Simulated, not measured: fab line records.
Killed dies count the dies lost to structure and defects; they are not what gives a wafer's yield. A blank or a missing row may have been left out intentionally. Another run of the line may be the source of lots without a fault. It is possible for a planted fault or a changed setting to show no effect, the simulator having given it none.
Which tool did it?    flow nand-harc    33 wafers from 11 lots sampled at 5 of the route's 1302 steps

WHAT THE GAUGES SHOWED, per wafer
NHARC_END_SORT_01.
lot   measured      on         sort_bin_3_pct (%)
L282  day 24 22:13  prober-02  0.1 0.3 0
L285  day 25 11:38  prober-01  0.1 1.2 1.0
L286  day 26 03:17  prober-01  0.3 0.9 0.3
L288  day 26 20:33  prober-02  0.9 0.9 0.3
L291  day 28 04:58  prober-01  4.3 3.7 3.1
L294  day 29 01:52  prober-01  4.1 3.4 2.8
L301  day 32 01:02  prober-01  1.2 1.3 0.9
L300  day 32 02:38  prober-02  0.9 0.1 0.7
L303  day 32 17:44  prober-01  0.3 0.3 0.1
L302  day 33 06:53  prober-02  1.3 0.4 0.7
L304  day 33 14:21  prober-01  1.2 0.3 0.4

WHICH TOOL RAN EACH LOT (tool, then ch and the chambers of the sampled wafers, then the start)
lot   NHARC_A_BONDPAD_PVD_27        NHARC_THIN_TSV_DEGAS_53       NHARC_THIN_TSV_DESCUM_35            NHARC_THIN_TSV_ETCH_36
L282  pvd-sputter-01, day 23 11:18  pvd-sputter-02, day 24 09:11  rie-diel-07 ch 0,1, day 24 10:22    rie-metal-03 ch 0,1, day 24 10:47
L285  pvd-sputter-01, day 24 06:32  pvd-sputter-03, day 25 01:27  rie-diel-07 ch 0,2, day 25 02:39    rie-metal-02 ch 0,1, day 25 03:02
L286  pvd-sputter-03, day 24 19:55  pvd-sputter-02, day 25 13:02  rie-diel-01 ch 0,2, day 25 14:20    rie-metal-01 ch 0,1, day 25 14:43
L288  pvd-sputter-03, day 25 10:19  pvd-sputter-01, day 26 09:02  rie-diel-07 ch 0,1,2, day 26 10:13  rie-metal-01 ch 0,1, day 26 10:35
L291  pvd-sputter-01, day 26 21:58  pvd-sputter-01, day 27 16:15  rie-diel-07 ch 0,1,3, day 27 17:32  rie-metal-02 ch 0,1, day 27 17:55
L294  pvd-sputter-01, day 27 18:13  pvd-sputter-02, day 28 13:20  rie-diel-07 ch 2,3, day 28 14:38    rie-metal-01 ch 0,1, day 28 15:02
L301  pvd-sputter-03, day 30 18:37  pvd-sputter-01, day 31 14:42  rie-diel-07 ch 0,1,3, day 31 16:01  rie-metal-03 ch 0,1, day 31 16:23
L300  pvd-sputter-03, day 30 20:34  pvd-sputter-03, day 31 15:56  rie-diel-07 ch 0,2,3, day 31 17:08  rie-metal-03 ch 0,1, day 31 17:30
L303  pvd-sputter-02, day 31 11:02  pvd-sputter-03, day 32 07:28  rie-diel-01 ch 0,1, day 32 08:46    rie-metal-02 ch 0,1, day 32 09:10
L302  pvd-sputter-03, day 31 14:21  pvd-sputter-02, day 32 18:13  rie-diel-01 ch 0,1,3, day 32 19:32  rie-metal-01 ch 0,1, day 32 19:55
L304  pvd-sputter-01, day 32 07:56  pvd-sputter-01, day 33 02:36  rie-diel-08 ch 0,2, day 33 03:55    rie-metal-03 ch 0,1, day 33 04:18
- NHARC_A_BONDPAD_PVD_27: deposits Cu, target thk 30 nm, time 20.49 s.
- NHARC_THIN_TSV_DEGAS_53: time 60 s.
- NHARC_THIN_TSV_DESCUM_35: chemistry O2, time 3 s.
- NHARC_THIN_TSV_ETCH_36: etches the open film in Cl2/BCl3, target depth 65 nm, time 18.571 s.

THE ANSWER, worked out from the rows above alone
Rule: the lots themselves supply what counts as usual. Put in order of their means at a reading, lots are off if they are a third of the lots or fewer, leave a main group of 4 or more, and stand apart from it by a gap of 3 or more times the standard deviation of the main group's means; of several such gaps the widest counts. A main group is skipped when, at the precision printed for the reading in the tables above, its means are all equal. Also off: a lot with no number at a reading for which 4 or more lots have one. Any other lot the step has rows for is counted as sound.
Off at NHARC_END_SORT_01 (sort_bin_3_pct): L291, L294. Mean 0.6 % and standard deviation 0.28 in the main group.
A tool fits if, at a process step before that reading, it ran every lot that is off, and no sound lot after the first of them. The gauges at NHARC_END_SORT_01 are tried like those tools. None of those tried fits.

WHAT WAS PUT IN BY THE SIMULATOR
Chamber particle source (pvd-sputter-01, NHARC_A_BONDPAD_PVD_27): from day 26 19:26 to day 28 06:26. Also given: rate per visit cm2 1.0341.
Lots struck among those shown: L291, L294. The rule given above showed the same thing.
